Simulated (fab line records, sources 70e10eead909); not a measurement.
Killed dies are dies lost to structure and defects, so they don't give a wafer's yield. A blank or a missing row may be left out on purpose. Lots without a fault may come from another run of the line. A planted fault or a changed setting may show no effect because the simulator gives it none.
A struck lot beside a sound one | flow nand_harc | 14 steps out of a route of 1159
Sound: wafers L655.2, L655.3, L655.4. Struck: wafers L654.2, L654.3, L654.5. The cause comes at the end.
At each step with rows: each side's tool, then ch and its chambers, then its first start. Under that, the readings that differ: sound wafers | struck wafers | difference of the means | sigmas: that difference in standard deviations of wafers without a fault.
alike: readings whose means differ by less than 2 such deviations, and words and numbers that are the same on both sides. not compared: withheld readings, readings that some wafer has no value for, bounds like >300 that may hide the same value, and numbers for which the record gives no deviation and whose values overlap.
The two part at a step that has a row with sigmas, a row that says differs or no value, or rows on one side only. Numbers that don't overlap but have no deviation are shown without sigmas and don't part them. A reading that every wafer of one side lacks parts them only if that side has two wafers or more.

NHARC_A_SLIT_ETCH_26: etches the open film in C4F8/O2/Ar, time 90 s, target depth 400 nm.
  sound on har_etch-01 ch 0,1, day 15 00:37; struck on har_etch-01 ch 0,1, day 15 03:58
  alike: drypump_motor_current_A, showerhead_plenum_p_Torr, throttle_valve_pct
  not compared: rf_hours_counter_h
then, 1 step without rows for these wafers: NHARC_A_SLIT_STRIP_28 (strips in O2/COS).
NHARC_A_SLIT_ETCH_29: etches the open film in CF4/O2, target depth 100 nm, overetch 10 nm, time 55 s.
  sound on rie_diel-10 ch 0,1,3, day 15 01:14; struck on rie_diel-02 ch 0,1,3, day 15 04:34
  alike: bias_w, drypump_motor_current_A, oes_product_au, rf_vpp_V, showerhead_plenum_p_Torr, throttle_valve_pct
  not compared: rf_hours_counter_h
NHARC_A_SLIT_STRIP_18: strips in O2.
  sound on rie_diel-10 ch 0,2,3; struck on rie_diel-02 ch 0,1,2
  alike: drypump_motor_current_A, oes_product_au, rf_vpp_V, showerhead_plenum_p_Torr, throttle_valve_pct
  not compared: rf_hours_counter_h
then, 2 steps without rows for these wafers: NHARC_A_SLIT_PRECLEAN_19 (cleans in SC1); NHARC_A_SLIT_SRD_20.
NHARC_A_SLIT_CD_MEAS_21:
  sound on cd_sem-02, day 15 01:46; struck on cd_sem-03, day 15 05:05
  alike: cd_nm
then, 3 steps without rows for these wafers: NHARC_A_SIN_REMOVE_WET_00 (chemistry H3PO4, time 15300 s); NHARC_A_SIN_REMOVE_PRECLEAN_01 (cleans in SC1); NHARC_A_SIN_REMOVE_SRD_02.
NHARC_A_SIN_REMOVE_INSPECT_04:
  sound on defect_inspect-02, day 15 10:26; struck on defect_inspect-02, day 15 10:29
  alike: raw_defect_count
NHARC_A_WL_FILL_ALD_00: deposits Al2O3, target thk 3 nm, pulse time 3 s, ald cycles 30.
  sound on ald_hk-03 ch 1,2,3, day 15 10:31; struck on ald_hk-04 ch 2,3, day 15 10:35
  no value came back on the struck wafers for any of 5 readings (ald_cycles, heater_power_outer_w (W) and others); on the sound wafers ald_cycles reads 30 30 30
NHARC_A_WL_FILL_RTA_01: time 5 s.
  sound on rtp_anneal-02 ch 0, day 15 10:47; struck on rtp_anneal-01 ch 0, day 15 10:58
  reading            | sound          | struck         | difference | sigmas
  lamp_power_pct (%) | 30.9 30.9 30.9 | 28.7 28.6 28.6 | -2.3       | -2
  alike: wafer_temp_C_max
-- the record jumps here: 4 days lie between the struck wafers' starts before and after (it left off in module A_WL_FILL and takes up again in module END, whose first step shown is number 1159 of the route) --
NHARC_END_SORT_01:
  the record has rows for the struck wafers here (prober-02 ch 0, day 19 18:10) and none for the sound ones

WHERE THEY PART
First at NHARC_A_WL_FILL_ALD_00; last, within this record, at NHARC_END_SORT_01.

WHY: what the simulator had put in
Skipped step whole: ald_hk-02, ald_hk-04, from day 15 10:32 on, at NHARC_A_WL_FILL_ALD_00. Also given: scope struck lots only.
